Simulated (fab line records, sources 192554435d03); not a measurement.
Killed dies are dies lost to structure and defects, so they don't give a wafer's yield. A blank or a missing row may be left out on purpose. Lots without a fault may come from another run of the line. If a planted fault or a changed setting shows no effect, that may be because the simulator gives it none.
Chamber matching ; flow n5-finfet ; N5_BEOL_M11_STRIP_36 on rie-diel-02 has 4 sister chambers
The step strips in N2/H2. 14 wafers are shown with their chamber, then 7 later ones without.

== WAFERS WITH THEIR CHAMBER ==
wafer;chamber;showerhead-plenum-p-Torr (Torr);drypump-motor-current-A (A);oes-product-au (a.u.)
L074.3;1;2.48;5.1;0.91
L074.5;2;2.69;5.8;0.85
L074.6;3;2.50;5.7;0.90
L076.4;3;2.49;5.7;0.89
L076.5;0;2.52;5.7;0.69
L076.6;1;2.48;5.1;0.89
L077.2;0;2.52;5.7;0.70
L077.5;1;2.48;5.1;0.87
L077.6;0;2.52;5.7;0.69
L089.2;1;2.47;5.1;0.85
L089.5;0;2.51;5.7;0.68
L089.6;1;2.47;5.1;0.85
L092.1;2;2.68;5.9;0.81
L092.4;0;2.51;5.8;0.67

SIGNATURES (means of the wafers above)
reading;chamber 0;chamber 1;chamber 2;chamber 3;scatter within a chamber
showerhead-plenum-p-Torr;2.5160;2.4760;2.6850;2.4950;0.00583
drypump-motor-current-A;5.720;5.100;5.850;5.700;0.0361
oes-product-au;0.6860;0.8740;0.8300;0.8950;0.0202
Rule: distance of a wafer from a chamber = root of the sum over the readings of ((wafer's reading minus chamber's mean) / reading's scatter) squared. The wafer belongs to the nearest chamber; if the next one is less than 2 further off, it can't be placed. The scatter: take each reading less its chamber's mean, square it, sum over the shown wafers, divide by the number of wafers less the number of chambers, and take the root.

== WAFERS MISSING THEIR CHAMBER ==
wafer;showerhead-plenum-p-Torr (Torr);drypump-motor-current-A (A);oes-product-au (a.u.)
L092.6;2.51;5.8;0.68
L093.1;2.48;5.7;0.84
L093.2;2.46;5.1;0.84
L093.4;2.51;5.7;0.69
L095.3;2.48;5.7;0.84
L095.5;2.46;5.1;0.84
L095.6;2.48;5.7;0.83

== EACH ONE'S CHAMBER ==
wafer;from the rows above;in truth
L092.6;0;0
L093.1;3;3
L093.2;1;1
L093.4;0;0
L095.3;3;3
L095.5;1;1
L095.6;3;3
Correctly placed: 7 of 7. From these rows, 0 cannot be placed. 0 placed wrongly.
